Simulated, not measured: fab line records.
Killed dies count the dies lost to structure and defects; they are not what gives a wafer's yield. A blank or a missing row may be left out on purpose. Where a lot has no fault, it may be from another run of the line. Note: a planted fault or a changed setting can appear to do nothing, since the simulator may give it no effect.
Which of the tools did it? :: flow n5_finfet :: 22 lots with 66 wafers sampled at 2 steps, on a route of 1938 steps

## WHAT THE GAUGES SHOWED, per wafer
N5_BEOL_M6_OVL_MEAS_29. Usual: V5_OVL gives 0.0 nm (standard deviation 0.87).
lot: L074
measured: day 8 11:59
on: overlay-01
V5_OVL (nm): 0.3 1.2 0.2
flag: 

lot: L077
measured: day 9 08:13
on: overlay-02
V5_OVL (nm): -0.2 -0.5 -0.5
flag: 

lot: L076
measured: day 9 10:16
on: overlay-01
V5_OVL (nm): -0.1 -0.8 0.0
flag: 

lot: L075
measured: day 9 18:17
on: overlay-02
V5_OVL (nm): 0.3 1.0 1.0
flag: 

lot: L078
measured: day 10 02:38
on: overlay-01
V5_OVL (nm): -0.6 0.3 -0.7
flag: 

lot: L080
measured: day 11 02:48
on: overlay-02
V5_OVL (nm): 0.8 0.6 0.9
flag: 

lot: L082
measured: day 11 03:08
on: overlay-01
V5_OVL (nm): -0.1 0.1 0.3
flag: 

lot: L081
measured: day 11 07:14
on: overlay-02
V5_OVL (nm): -0.7 0.5 -1.1
flag: 

lot: L085
measured: day 12 05:52
on: overlay-01
V5_OVL (nm): 1.1 1.3 1.0
flag: 

lot: L084
measured: day 12 09:40
on: overlay-01
V5_OVL (nm): -0.2 0.9 0.5
flag: 

lot: L087
measured: day 12 11:11
on: overlay-02
V5_OVL (nm): -0.4 -1.4 -1.3
flag: 

lot: L088
measured: day 12 14:38
on: overlay-01
V5_OVL (nm): 0.6 0.5 0.5
flag: 

lot: L089
measured: day 12 16:05
on: overlay-01
V5_OVL (nm): -1.4 -1.9 -1.3
flag: 

lot: L086
measured: day 12 16:22
on: overlay-02
V5_OVL (nm): 0.2 -0.1 -0.2
flag: 

lot: L090
measured: day 13 04:39
on: overlay-01
V5_OVL (nm): -0.7 -0.9 -0.3
flag: 

lot: L091
measured: day 13 12:27
on: overlay-01
V5_OVL (nm): -0.8 -0.2 -0.8
flag: 

lot: L092
measured: day 13 19:47
on: overlay-02
V5_OVL (nm): 1.1 0.4 -0.4
flag: 

lot: L093
measured: day 14 03:17
on: overlay-01
V5_OVL (nm): 1.2 1.3 0.9
flag: 

lot: L095
measured: day 15 02:23
on: overlay-01
V5_OVL (nm): 1.0 0.7 1.1
flag: 

lot: L094
measured: day 15 04:14
on: overlay-02
V5_OVL (nm): -0.6 -0.8 0.3
flag: 

lot: L096
measured: day 15 05:26
on: overlay-02
V5_OVL (nm): 1.8 2.0 1.8
flag: 

lot: L097
measured: day 16 04:16
on: overlay-02
V5_OVL (nm): 1.4 0.0 1.1
flag: 

## WHAT TOOL EACH LOT RAN ON (gives the tool, then ch and the chambers of the sampled wafers, and finally the start)
lot: L074
N5_BEOL_M6_DESCUM_16: rie_diel-01 ch 1,2, day 8 09:05

lot: L077
N5_BEOL_M6_DESCUM_16: rie_diel-02 ch 0,1,3, day 9 05:41

lot: L076
N5_BEOL_M6_DESCUM_16: rie_diel-02 ch 0,2,3, day 9 07:23

lot: L075
N5_BEOL_M6_DESCUM_16: rie_diel-02 ch 1,2,3, day 9 17:29

lot: L078
N5_BEOL_M6_DESCUM_16: rie_diel-02 ch 0,2,3, day 10 00:17

lot: L080
N5_BEOL_M6_DESCUM_16: rie_diel-06 ch 0,1,3, day 10 23:22

lot: L082
N5_BEOL_M6_DESCUM_16: rie_diel-01 ch 0,1,3, day 11 00:27

lot: L081
N5_BEOL_M6_DESCUM_16: rie_diel-01 ch 0,1, day 11 04:29

lot: L085
N5_BEOL_M6_DESCUM_16: rie_diel-02 ch 0,3, day 12 04:43

lot: L084
N5_BEOL_M6_DESCUM_16: rie_diel-01 ch 0,3, day 12 05:59

lot: L087
N5_BEOL_M6_DESCUM_16: rie_diel-01 ch 0,3, day 12 10:16

lot: L088
N5_BEOL_M6_DESCUM_16: rie_diel-06 ch 0,2,3, day 12 10:33

lot: L089
N5_BEOL_M6_DESCUM_16: rie_diel-01 ch 1,2,3, day 12 15:10

lot: L086
N5_BEOL_M6_DESCUM_16: rie_diel-06 ch 0,2,3, day 12 15:32

lot: L090
N5_BEOL_M6_DESCUM_16: rie_diel-01 ch 0,1,3, day 12 23:49

lot: L091
N5_BEOL_M6_DESCUM_16: rie_diel-06 ch 0,2,3, day 13 09:44

lot: L092
N5_BEOL_M6_DESCUM_16: rie_diel-01 ch 1,2,3, day 13 18:05

lot: L093
N5_BEOL_M6_DESCUM_16: rie_diel-06 ch 0,1,3, day 13 22:54

lot: L095
N5_BEOL_M6_DESCUM_16: rie_diel-02 ch 0,1,3, day 14 22:11

lot: L094
N5_BEOL_M6_DESCUM_16: rie_diel-06 ch 1,2,3, day 15 03:16

lot: L096
N5_BEOL_M6_DESCUM_16: rie_diel-02 ch 0,1, day 15 03:25

lot: L097
N5_BEOL_M6_DESCUM_16: rie_diel-01 ch 0,1,2, day 16 02:52
- N5_BEOL_M6_DESCUM_16: chemistry O2, time 7.9 s.

## AS READ BY THE TOOLS THEMSELVES (means over the sampled wafers that have a number; for cases with no such wafer, the mark the record gives instead)
N5_BEOL_M6_DESCUM_16. Usual: bias_power_w 20.00 W, standard deviation 0.064; drypump_motor_current_A 5.5 A, standard deviation 0.34; oes_product_au 0.76 a.u., standard deviation 0.068; rf_vpp_V 243.0 V, standard deviation 1.2; showerhead_plenum_p_Torr 2.08 Torr, standard deviation 0.064; throttle_valve_pct 20.59 %, standard deviation 0.25.
lot: L074
tool: rie_diel-01
bias_power_w (W): 20.00
drypump_motor_current_A (A): 5.7
oes_product_au (a.u.): 0.84
rf_vpp_V (V): 243.6
showerhead_plenum_p_Torr (Torr): 2.12
throttle_valve_pct (%): 20.48
flag: 

lot: L077
tool: rie_diel-02
bias_power_w (W): 20.03
drypump_motor_current_A (A): 5.5
oes_product_au (a.u.): 0.75
rf_vpp_V (V): 243.2
showerhead_plenum_p_Torr (Torr): 2.10
throttle_valve_pct (%): 20.61
flag: 

lot: L076
tool: rie_diel-02
bias_power_w (W): 19.99
drypump_motor_current_A (A): 5.5
oes_product_au (a.u.): 0.73
rf_vpp_V (V): 243.4
showerhead_plenum_p_Torr (Torr): 2.06
throttle_valve_pct (%): 20.74
flag: 

lot: L075
tool: rie_diel-02
bias_power_w (W): 19.99
drypump_motor_current_A (A): 5.2
oes_product_au (a.u.): 0.73
rf_vpp_V (V): 243.0
showerhead_plenum_p_Torr (Torr): 2.09
throttle_valve_pct (%): 20.82
flag: 

lot: L078
tool: rie_diel-02
bias_power_w (W): 19.94
drypump_motor_current_A (A): 5.5
oes_product_au (a.u.): 0.73
rf_vpp_V (V): 242.8
showerhead_plenum_p_Torr (Torr): 2.06
throttle_valve_pct (%): 20.74
flag: 

lot: L080
tool: rie_diel-06
bias_power_w (W): 20.04
drypump_motor_current_A (A): 5.4
oes_product_au (a.u.): 0.78
rf_vpp_V (V): 243.5
showerhead_plenum_p_Torr (Torr): 2.06
throttle_valve_pct (%): 20.55
flag: 

lot: L082
tool: rie_diel-01
bias_power_w (W): 19.92
drypump_motor_current_A (A): 5.7
oes_product_au (a.u.): 0.80
rf_vpp_V (V): 243.7
showerhead_plenum_p_Torr (Torr): 2.09
throttle_valve_pct (%): 20.49
flag: 

lot: L081
tool: rie_diel-01
bias_power_w (W): 19.96
drypump_motor_current_A (A): 5.7
oes_product_au (a.u.): 0.85
rf_vpp_V (V): 242.9
showerhead_plenum_p_Torr (Torr): 2.11
throttle_valve_pct (%): 20.38
flag: 

lot: L085
tool: rie_diel-02
bias_power_w (W): 19.97
drypump_motor_current_A (A): 5.8
oes_product_au (a.u.): 0.73
rf_vpp_V (V): 242.5
showerhead_plenum_p_Torr (Torr): 2.05
throttle_valve_pct (%): 20.56
flag: 

lot: L084
tool: rie_diel-01
bias_power_w (W): 19.99
drypump_motor_current_A (A): 5.8
oes_product_au (a.u.): 0.77
rf_vpp_V (V): 243.2
showerhead_plenum_p_Torr (Torr): 2.09
throttle_valve_pct (%): 20.59
flag: 

lot: L087
tool: rie_diel-01
bias_power_w (W): 20.02
drypump_motor_current_A (A): 5.7
oes_product_au (a.u.): 0.78
rf_vpp_V (V): 243.0
showerhead_plenum_p_Torr (Torr): 2.09
throttle_valve_pct (%): 20.58
flag: 

lot: L088
tool: rie_diel-06
bias_power_w (W): 20.01
drypump_motor_current_A (A): 5.4
oes_product_au (a.u.): 0.69
rf_vpp_V (V): 243.4
showerhead_plenum_p_Torr (Torr): 2.10
throttle_valve_pct (%): 20.65
flag: 

lot: L089
tool: rie_diel-01
bias_power_w (W): 20.00
drypump_motor_current_A (A): 5.7
oes_product_au (a.u.): 0.78
rf_vpp_V (V): 243.3
showerhead_plenum_p_Torr (Torr): 2.09
throttle_valve_pct (%): 20.54
flag: 

lot: L086
tool: rie_diel-06
bias_power_w (W): 20.04
drypump_motor_current_A (A): 5.4
oes_product_au (a.u.): 0.69
rf_vpp_V (V): 243.2
showerhead_plenum_p_Torr (Torr): 2.10
throttle_valve_pct (%): 20.66
flag: 

lot: L090
tool: rie_diel-01
bias_power_w (W): 20.01
drypump_motor_current_A (A): 5.7
oes_product_au (a.u.): 0.79
rf_vpp_V (V): 243.4
showerhead_plenum_p_Torr (Torr): 2.09
throttle_valve_pct (%): 20.50
flag: 

lot: L091
tool: rie_diel-06
bias_power_w (W): 19.91
drypump_motor_current_A (A): 5.4
oes_product_au (a.u.): 0.69
rf_vpp_V (V): 242.8
showerhead_plenum_p_Torr (Torr): 2.09
throttle_valve_pct (%): 20.66
flag: 

lot: L092
tool: rie_diel-01
bias_power_w (W): 20.01
drypump_motor_current_A (A): 5.7
oes_product_au (a.u.): 0.77
rf_vpp_V (V): 243.8
showerhead_plenum_p_Torr (Torr): 2.09
throttle_valve_pct (%): 20.56
flag: 

lot: L093
tool: rie_diel-06
bias_power_w (W): 20.06
drypump_motor_current_A (A): 5.4
oes_product_au (a.u.): 0.76
rf_vpp_V (V): 243.0
showerhead_plenum_p_Torr (Torr): 2.06
throttle_valve_pct (%): 20.59
flag: 

lot: L095
tool: rie_diel-02
bias_power_w (W): 19.97
drypump_motor_current_A (A): 5.5
oes_product_au (a.u.): 0.72
rf_vpp_V (V): 242.5
showerhead_plenum_p_Torr (Torr): 2.08
throttle_valve_pct (%): 20.68
flag: 

lot: L094
tool: rie_diel-06
bias_power_w (W): 20.01
drypump_motor_current_A (A): 5.4
oes_product_au (a.u.): 0.75
rf_vpp_V (V): 242.2
showerhead_plenum_p_Torr (Torr): 2.04
throttle_valve_pct (%): 20.42
flag: 

lot: L096
tool: rie_diel-02
bias_power_w (W): 19.95
drypump_motor_current_A (A): 5.5
oes_product_au (a.u.): 0.73
rf_vpp_V (V): 242.2
showerhead_plenum_p_Torr (Torr): 2.05
throttle_valve_pct (%): 20.53
flag: 

lot: L097
tool: rie_diel-01
bias_power_w (W): 19.99
drypump_motor_current_A (A): 5.7
oes_product_au (a.u.): 0.77
rf_vpp_V (V): 243.9
showerhead_plenum_p_Torr (Torr): 2.09
throttle_valve_pct (%): 20.55
flag: 

## THE ANSWER, worked out from the rows above alone
Rule: lot off if the mean of its wafers having a number is beyond 3 standard deviations from the usual mean. Also off: a lot with no number at a reading for which 4 or more lots have one. The other lots that the step has rows for count as sound. The gauges are gone through in route order, then the tools' own readings, and for those a lot's mean is taken as printed above. At the first step where some lot is off, the reading lying furthest off is the one used; lots without a number count as furthest.
No lot is off at any reading shown: from this, nothing can be told.

## WHAT THE SIMULATOR PUT IN
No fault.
